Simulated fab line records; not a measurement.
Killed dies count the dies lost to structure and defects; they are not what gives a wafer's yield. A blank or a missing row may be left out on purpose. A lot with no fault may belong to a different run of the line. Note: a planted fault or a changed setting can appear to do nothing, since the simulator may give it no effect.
A struck lot beside a sound one + flow n5Finfet + 38 steps out of a route of 1938
Sound: wafers L810.1, L810.4, L810.5. Struck: wafer L806.2 (L806.5, L806.6, from the same lot, were not struck and are left out); the cause is given at the end.
Order at every step that has rows: each side's tool, ch and its chambers, its first start. Under that, the readings that differ: sound wafers + struck wafers + difference of the means + sigmas: that difference in standard deviations of wafers without a fault.
alike: same words and numbers on both sides, and readings whose means sit less than 2 such deviations apart. not compared: any withheld reading, any reading some wafer has no value for, any bound like >300 that may hide the same value, and any number with overlapping values for which the record gives no deviation.
A row with sigmas, a row that says differs or no value, or rows on one side alone: a step with any of these is where the two part. Numbers that don't overlap but have no deviation are shown without sigmas and don't part them. Lack of a reading on every wafer of one side parts them only where that side has two or more wafers.

first, 9 steps without rows for these wafers: N5_PMOS_HMC_CHANNEL_EPI_HM_STRIP_35 (strips SiO2 in dHF, material SiO2, target depth 39.6 nm, time 216 s); N5_PMOS_HMC_CHANNEL_EPI_SRD_39 (time 30 s); N5_PMOS_HMC_CHANNEL_EPI_CMP_21 (polishes SiGe30, target thk 54 nm); N5_PMOS_HMC_CHANNEL_EPI_PRECLEAN_40 (cleans in DHF, time 30 s); N5_PMOS_HMC_CHANNEL_EPI_PRECLEAN_37 (cleans in O3/DIW, time 45 s); N5_PMOS_HMC_CHANNEL_EPI_PRECLEAN_24 (cleans in DHF, time 30 s); N5_PMOS_HMC_CHANNEL_EPI_SRD_25 (time 30 s); N5_PMOS_HMC_CHANNEL_EPI_EPI_26 (deposits Si from SiH4/H2, target thk 3.8 nm, time 22.7 s); N5_FIN_SAQP_PRECLEAN_42 (cleans in O3/DIW, time 60 s).
N5_FIN_SAQP_PRECLEAN_00: cleans in SC1, time 60 s.
  sound on wetBench-06 ch 1,3,5, day 7 14:26; struck on wetBench-03 ch 0, day 6 14:29
  alike: h2o2FlowMLMin, nh4ohFlowMLMin
then, 17 steps without rows for these wafers: N5_FIN_SAQP_PRECLEAN_44 (cleans in SC2, time 45 s); N5_FIN_SAQP_SRD_01 (time 30 s); N5_FIN_SAQP_ALD_61 (deposits SiO2, target thk 4 nm, pulse time 1 s, purge time 2 s); N5_FIN_SAQP_DENSIFY_62 (time 60 s); N5_FIN_SAQP_HM_DEP_03 (deposits SiNx from SiH4/NH3/N2, target thk 38 nm, time 33.6 s); N5_FIN_SAQP_PECVD_47 (deposits a-Si from SiH4/He, target thk 45 nm, time 36.3 s); N5_FIN_SAQP_PECVD_48 (deposits SiNx from SiH4/NH3/N2, target thk 25 nm, time 22.1 s); N5_FIN_SAQP_PECVD_06 (deposits a-Si from SiH4/He, target thk 60 nm, time 48.1 s); N5_FIN_SAQP_HM_DEP_72 (deposits SiO2 from SiH4/N2O, target thk 12 nm, time 7.2 s); N5_FIN_SAQP_COAT_49 (time 60 s, resist thk 100 nm); N5_FIN_SAQP_COAT_50 (time 60 s, resist thk 35 nm); N5_FIN_SAQP_COAT_10 (resist thk 90 nm); N5_FIN_SAQP_EBR_12; N5_FIN_SAQP_SOFTBAKE_11 (time 60 s); N5_FIN_SAQP_EXPOSE_13 (exposes mask FIN CORE, target cd 35.6 nm); N5_FIN_SAQP_PEB_14 (peb time 60 s); N5_FIN_SAQP_DEVELOP_15 (develop time 30 s).
N5_FIN_SAQP_INSPECT_18: inspects for defects (brightfield).
  struck on defectInspect-02, day 6 15:49; sound on defectInspect-02, day 7 15:49
| reading        | sound       | struck | difference | sigmas |
|----------------|-------------|--------|------------|--------|
| rawDefectCount | 436 447 488 | 1832   | +1375      | +11    |
then, 7 steps without rows for these wafers: N5_FIN_SAQP_DESCUM_21 (chemistry O2, time 7.9 s); N5_FIN_SAQP_ETCH_51 (etches SiARC in CF4, target depth 45.5 nm, time 75.8 s); N5_FIN_SAQP_ETCH_52 (etches SOC in N2/H2, target depth 100 nm, overetch 20 nm, time 150 s); N5_FIN_SAQP_STRIP_53 (strips in N2/H2); N5_FIN_SAQP_HM_OPEN_73 (chemistry CHF3/O2, target SiO2, stops on a-Si, target depth 12 nm, time 16.8 s); N5_FIN_SAQP_STRIP_74 (strips in CHF3/O2); N5_FIN_SAQP_MANDREL_ETCH_22 (etches a-Si in HBr/Cl2, stops on SiNx, target depth 60 nm, bt time 10 s, time 30 s).
N5_FIN_SAQP_INSPECT_40: inspects for defects (brightfield).
  struck on defectInspect-02, day 6 22:03; sound on defectInspect-01, day 7 20:19
| reading        | sound       | struck | difference | sigmas |
|----------------|-------------|--------|------------|--------|
| rawDefectCount | 220 262 317 | 1496   | +1230      | +22    |
N5_FIN_CUT_INSPECT_10: inspects for defects (brightfield).
  struck on defectInspect-01, day 6 22:34; sound on defectInspect-02, day 7 20:42
| reading        | sound    | struck | difference | sigmas      |
|----------------|----------|--------|------------|-------------|
| rawDefectCount | 38 43 78 | 1351   | +1298      | +99 or more |
-- the record jumps here: 10 days lie between the struck wafers' starts before and after (it left off in module FIN_CUT and takes up again in module PASSIVATION, whose first step shown is number 1936 of the route) --
N5_PASSIVATION_PROBE_49:
  struck on prober-02, day 16 17:30; sound on prober-01, day 17 18:58
| reading          | sound    | struck | difference | sigmas |
|------------------|----------|--------|------------|--------|
| killedAtFrontEnd | 31 25 36 | 184    | +153       | +11    |
| killedDies       | 83 68 94 | 249    | +167       | +10    |
| killedOnRim      | 8 10 11  | 24     | +14        | +4     |
| killedShort      | 21 28 28 | 45     | +19        | +3     |
  alike: killed_at_M0_to_M3, killed_at_M4_up, killedAtContacts, killedAtOther, killedOpen

== WHERE THEY PART ==
At N5_FIN_SAQP_INSPECT_18 first; at N5_PASSIVATION_PROBE_49 last (within this record only).

WHY: whatever the simulator had introduced
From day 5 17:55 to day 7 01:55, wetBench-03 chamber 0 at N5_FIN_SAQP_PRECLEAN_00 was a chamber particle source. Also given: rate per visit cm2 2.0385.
